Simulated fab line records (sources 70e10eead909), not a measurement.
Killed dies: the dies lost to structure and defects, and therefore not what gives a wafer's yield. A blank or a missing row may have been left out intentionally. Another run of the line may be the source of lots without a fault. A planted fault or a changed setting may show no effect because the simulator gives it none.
Matching of chambers -- flow nand harc -- NHARC_P_CONTACT_STRIP_28 on rie diel-01: 4 sister chambers
The step strips in O2. 8 wafers are shown with their chamber, then 7 later ones without.

== EACH WAFER AND ITS CHAMBER ==
wafer,chamber,drypump motor current A (A),rf vpp V (V)
L627.1,3,5.6,56.8
L631.1,3,5.7,56.4
L631.6,2,5.6,57.1
L638.1,2,5.6,57.7
L638.2,0,6.1,57.9
L638.6,1,5.1,55.7
L641.1,0,6.1,58.9
L641.4,1,5.1,58.1

== WAFERS WITHOUT THEIR CHAMBER ==
wafer,drypump motor current A (A),rf vpp V (V)
L641.5,6.1,58.3
L646.1,6.1,57.9
L646.2,5.1,58.1
L646.6,6.1,57.6
L649.1,6.1,57.5
L649.3,5.2,56.3
L649.6,5.6,57.5

== THE CHAMBER EACH PASSED THROUGH ==
wafer,from the rows above,in truth
L641.5,0,0
L646.1,0,0
L646.2,1,1
L646.6,0,0
L649.1,0,0
L649.3,1,1
L649.6,can't be placed: 2 or 3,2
Correctly placed: 6 of 7. These rows do not allow placing 1 (true chamber among the candidates in 1). Number placed wrongly: 0.
How it was worked out, from the rows above alone: a wafer's distance from a chamber is the root of the sum, over the readings, of the square of ((its reading less the chamber's mean) divided by the reading's scatter). If the next closest chamber is less than 2 further off than the closest, the wafer can't be placed; otherwise it belongs to the closest. For every chamber, the mean is computed from those of its wafers that are shown. The scatter is the square root of a quotient: the sum, over the shown wafers, of each reading's squared deviation from its chamber's mean, divided by wafers minus chambers.
